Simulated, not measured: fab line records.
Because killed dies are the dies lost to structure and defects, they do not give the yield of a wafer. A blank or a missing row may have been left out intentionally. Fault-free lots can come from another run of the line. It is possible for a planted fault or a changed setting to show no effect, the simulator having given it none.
A lot that was struck, set against a sound lot	flow nand harc	14 steps out of a route of 1302
Sound: wafers L871.3, L871.4, L871.5. Struck: wafers L883.1, L883.6 (left out: L883.3, a lot-mate that was not struck); the cause follows at the end.
Each step with rows lists, per side, the tool, then ch with its chambers, then its first start. Under that, the readings that differ: sound wafers	struck wafers	difference of the means	sigmas: that difference in standard deviations of wafers without a fault.
alike: a reading whose means differ by less than 2 such deviations, as well as words and numbers matching on both sides. not compared: withheld readings; readings where some wafer has no value; bounds like >300 that might hide an equal value; numbers whose values overlap and for which the record gives no deviation.
The two part at a step that has a row with sigmas, a row that says differs or no value, or rows on one side only. Numbers that don't overlap but have no deviation are shown without sigmas and don't part them. A reading missing from all wafers of one side parts the sides only when that side holds two or more wafers.

first, 1 step without rows for these wafers: NHARC_A_CONTACT_STRIP_27 (strips in post etch residue remover, time 600 s).
NHARC_A_CONTACT_ALD_18: deposits TiN, target thk 3 nm, pulse time 1 s, ald cycles 150.
  sound on ald metal-03 ch 0,2,3, day 23 13:58; struck on ald metal-03 ch 0,1, day 28 21:41
  alike: heater power outer w, heater power w, precursor pulse height rel
  not compared: since wet clean h
NHARC_A_CONTACT_CVD_19: deposits W, target thk 300 nm, time 802 s.
  sound on cvd w-02 ch 0,1; struck on cvd w-01 ch 0
reading	sound	struck	difference	sigmas
heater power outer w (W)	294 344 286	189 190	-118	-2
heater power w (W)	562 563 566	349 344	-217	-2
  alike: throttle valve pct
  not compared: since wet clean h
NHARC_A_CONTACT_CMP_20: polishes, t overpolish 30 s, target thk 300 nm.
  sound on cmp-01 ch 0,1,2, day 23 15:06; struck on cmp-04 ch 1,2, day 28 22:49
reading	sound	struck	difference	sigmas
motor current A (A)	9.7 11.0 11.5	14.5 12.2	+2.6	+3
  alike: overpolish run s, slurry flow ml min, time to endpoint s
following that, these wafers have no rows for 1 step: NHARC_A_CONTACT_SRD_22.
NHARC_A_CONTACT_INSPECT_23:
  sound on defect inspect-01 at day 23 15:31; struck on defect inspect-02 at day 28 23:10
  alike: raw defect count
then, 5 steps without rows for these wafers: NHARC_A_BLC_DEHYDRATE_00 (time 120 s); NHARC_A_BLC_HMDS_01 (time 30 s); NHARC_A_BLC_COAT_02 (time 75 s); NHARC_A_BLC_COAT_03 (time 65 s); NHARC_A_BLC_COAT_04 (resist thk 90 nm).
NHARC_A_BLC_SOFTBAKE_05: time 55 s.
  sound on litho track-04 ch 0, day 23 15:00; struck on litho track-04 ch 0, day 28 23:00
reading	sound	struck	difference	sigmas
heater power total W (W)	188.35 188.40 188.72	222.45 222.87	+34.17	+99 or more
  alike: resist line temp C
following that, these wafers have no rows for 1 step: NHARC_A_BLC_EBR_06.
NHARC_END_SORT_01:
  the record has rows for the sound wafers here (prober-01 ch 0, day 25 19:23) and none for the struck ones

WHERE THEY PART
Earliest at NHARC_A_CONTACT_CVD_19; latest, in this record, at NHARC_END_SORT_01.

WHY: what had been put in by the simulator
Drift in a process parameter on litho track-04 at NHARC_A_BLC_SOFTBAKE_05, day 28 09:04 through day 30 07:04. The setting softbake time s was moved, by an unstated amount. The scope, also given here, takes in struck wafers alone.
